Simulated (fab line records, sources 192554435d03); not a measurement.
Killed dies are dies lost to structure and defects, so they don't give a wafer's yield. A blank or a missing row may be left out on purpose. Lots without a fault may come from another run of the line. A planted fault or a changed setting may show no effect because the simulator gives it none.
Chamber matching :: flow n5Finfet :: 3 sister chambers for N5_BEOL_M0_SAQP_PECVD_97 on pecvd-01
The step deposits SiNx from SiH4/NH3/N2, target thk 23 nm, time 19.9 s. 6 wafers are shown with their chamber, then 7 later ones without.

## WAFERS, EACH WITH ITS CHAMBER
wafer: L083.6
chamber: 0
throttleValvePct (%): 39.8
showerheadPlenumPTorr (Torr): 5.12

wafer: L086.1
chamber: 1
throttleValvePct (%): 45.5
showerheadPlenumPTorr (Torr): 5.23

wafer: L086.3
chamber: 0
throttleValvePct (%): 39.4
showerheadPlenumPTorr (Torr): 5.15

wafer: L086.5
chamber: 2
throttleValvePct (%): 37.2
showerheadPlenumPTorr (Torr): 5.32

wafer: L087.1
chamber: 1
throttleValvePct (%): 45.6
showerheadPlenumPTorr (Torr): 5.22

wafer: L087.5
chamber: 2
throttleValvePct (%): 37.2
showerheadPlenumPTorr (Torr): 5.32

## WAFERS WITH NO CHAMBER GIVEN
wafer: L087.6
throttleValvePct (%): 45.9
showerheadPlenumPTorr (Torr): 5.23

wafer: L089.1
throttleValvePct (%): 45.8
showerheadPlenumPTorr (Torr): 5.24

wafer: L089.4
throttleValvePct (%): 45.9
showerheadPlenumPTorr (Torr): 5.22

wafer: L089.5
throttleValvePct (%): 39.6
showerheadPlenumPTorr (Torr): 5.14

wafer: L092.1
throttleValvePct (%): 45.7
showerheadPlenumPTorr (Torr): 5.22

wafer: L092.2
throttleValvePct (%): 39.3
showerheadPlenumPTorr (Torr): 5.12

wafer: L092.3
throttleValvePct (%): 37.6
showerheadPlenumPTorr (Torr): 5.31

## EACH ONE'S CHAMBER
wafer: L087.6
from the rows above: 1
in truth: 1

wafer: L089.1
from the rows above: 1
in truth: 1

wafer: L089.4
from the rows above: 1
in truth: 1

wafer: L089.5
from the rows above: 0
in truth: 0

wafer: L092.1
from the rows above: 1
in truth: 1

wafer: L092.2
from the rows above: 0
in truth: 0

wafer: L092.3
from the rows above: 2
in truth: 2
Correctly placed: 7 of 7. Not placeable from these rows: 0. Wrongly placed: 0.
How it was worked out, from the rows above alone: a wafer's distance from a chamber is the root of the sum, over the readings, of the square of ((its reading less the chamber's mean) divided by the reading's scatter). The wafer belongs to the nearest chamber; if the next one is less than 2 further off, it can't be placed. The mean given for a chamber averages the wafers shown for that chamber. The scatter is the square root of a quotient: the sum, over the shown wafers, of each reading's squared deviation from its chamber's mean, divided by wafers minus chambers.
